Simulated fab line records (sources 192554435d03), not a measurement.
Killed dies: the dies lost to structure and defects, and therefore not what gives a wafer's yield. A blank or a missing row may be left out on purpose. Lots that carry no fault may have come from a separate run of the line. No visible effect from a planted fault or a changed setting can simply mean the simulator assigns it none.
Split-lot study	flow n5-finfet	39 wafers read from 7 lots, route of 1938 steps

== ON THE SPLIT ==
At N5_BEOL_M7_HM_DEP_02 (deposits TiN, target thk 20 nm), the setting target-thk-a was moved away from the recipe's 200 angstrom on 18 of the 39 wafers read, by -30.8% to +58.9%. For the rest of the wafers, this setting stayed at what the recipe calls for.

== FROM THE SPLIT TO THE READING: what the file shows between them, 4 steps ==
- N5_BEOL_M7_COAT_59: time 60 s, resist thk 100 nm
- N5_BEOL_M7_COAT_60: time 60 s, resist thk 35 nm
- N5_BEOL_M7_STRIP_68: strips in N2/H2
- N5_BEOL_M7_STRIP_67: strips in CF4

== THE READING ==
etch.depth-nm (the simulator's own value, which no gauge read), in nm, at N5_BEOL_M7_HM_OPEN_17 (chemistry Cl2/BCl3, target TiN, target depth 20 nm, overetch 6 nm). The file does not state a usual value for it. Here, 21 wafers ran the recipe; their average is 20.11 nm with a standard deviation of 0.22 nm.

wafer	tool, chamber at the split	target-thk-a as run, angstrom	against the recipe	etch.depth-nm, nm	against lot-mates on the recipe
L075.1	pvd-sputter-02, -	200	recipe	20.44	-
L075.3	pvd-sputter-02, -	200	recipe	20.6	-
L075.4	pvd-sputter-02, -	200	recipe	20.53	-
L080.1	pvd-sputter-03, -	200	recipe	20.04	-
L080.2	pvd-sputter-03, -	271.7	+35.9%	26.58	+6.51
L080.3	pvd-sputter-03, -	271.7	+35.9%	26.53	+6.46
L080.4	pvd-sputter-03, -	200	recipe	20.01	-
L080.5	pvd-sputter-03, -	200	recipe	20.17	-
L080.6	pvd-sputter-03, -	271.7	+35.9%	26.49	+6.42
L086.1	pvd-sputter-01, -	317.7	+58.9%	26.66	+6.78
L086.2	pvd-sputter-01, -	317.7	+58.9%	25.87	+5.99
L086.3	pvd-sputter-01, -	317.7	+58.9%	26.65	+6.77
L086.4	pvd-sputter-01, -	200	recipe	20.1	-
L086.5	pvd-sputter-01, -	200	recipe	19.63	-
L086.6	pvd-sputter-01, -	200	recipe	19.92	-
L087.1	pvd-sputter-01, -	267.8	+33.9%	26.17	+6.21
L087.2	pvd-sputter-01, -	267.8	+33.9%	25.95	+5.99
L087.3	pvd-sputter-01, -	200	recipe	19.91	-
L087.4	pvd-sputter-01, -	200	recipe	19.92	-
L087.5	pvd-sputter-01, -	200	recipe	20.06	-
L087.6	pvd-sputter-01, -	267.8	+33.9%	26.07	+6.11
L089.1	pvd-sputter-02, -	200	recipe	20.28	-
L089.2	pvd-sputter-02, -	138.5	-30.8%	14.18	-6.08
L089.3	pvd-sputter-02, -	200	recipe	20.31	-
L089.4	pvd-sputter-02, -	138.5	-30.8%	13.9	-6.36
L089.5	pvd-sputter-02, -	138.5	-30.8%	14.05	-6.21
L089.6	pvd-sputter-02, -	200	recipe	20.2	-
L090.1	pvd-sputter-02, -	200	recipe	20.09	-
L090.2	pvd-sputter-02, -	200	recipe	20.03	-
L090.3	pvd-sputter-02, -	200	recipe	20.05	-
L090.4	pvd-sputter-02, -	245.8	+22.9%	24.44	+4.38
L090.5	pvd-sputter-02, -	245.8	+22.9%	24.6	+4.54
L090.6	pvd-sputter-02, -	245.8	+22.9%	24.51	+4.45
L092.1	pvd-sputter-03, -	200	recipe	20	-
L092.2	pvd-sputter-03, -	244.4	+22.2%	24.51	+4.49
L092.3	pvd-sputter-03, -	244.4	+22.2%	24.43	+4.41
L092.4	pvd-sputter-03, -	244.4	+22.2%	24.35	+4.33
L092.5	pvd-sputter-03, -	200	recipe	20.05	-
L092.6	pvd-sputter-03, -	200	recipe	20.02	-

FIT RESULTS
A straight line over all 39 wafers: etch.depth-nm changes by +0.151 nm for each +1% of target-thk-a; r = +0.96; the points scatter about the line by 1 nm.
The same after taking each lot's own level away (the mean of its wafers on the recipe; 39 wafers): +0.155 nm for each +1%; r = +0.96; scatter 1 nm.
According to that fit, moving target-thk-a by its largest amount changes the reading by 9.1 nm.
The span of the lots' own levels, 19.883 to 20.523 nm, comes to 2.9 times the standard deviation stated above.
Consequently the slope shifts little with the lot-to-lot level, the two slopes agreeing.
Check: with one of the wafers moved furthest among these (+58.9%) left out of the fit, the line predicts +9.48 nm for it against its lot-mates. Against them it came out at +6.78 nm.

== THE WHOLE CHAIN: every reading that the file lists as answering this split, in the file's order ==
step	what it does	reading	change (the file's fit)	r (the file's)
N5_BEOL_M7_HM_DEP_02	deposits TiN, target thk 20 nm	TiN_of_BEOL_M7_HM_DEP_02.thk-nm (the simulator's own value, which no gauge read)	+0.201 nm for each +1% of the setting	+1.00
N5_BEOL_M7_HM_OPEN_17	chemistry Cl2/BCl3, target TiN, target depth 20 nm, overetch 6 nm	etch.depth-nm (the simulator's own value, which no gauge read)	+0.154 nm for each +1% of the setting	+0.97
N5_BEOL_M7_OCD_MEAS_38		trench-depth-nm	not straight: 92.2 at the lowest setting, 93.2 at the recipe, 0.7 at the highest	not given

== FILE'S OWN FIT ==
etch.depth-nm changes by +0.154 nm for each +1% of target-thk-a, r = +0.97.
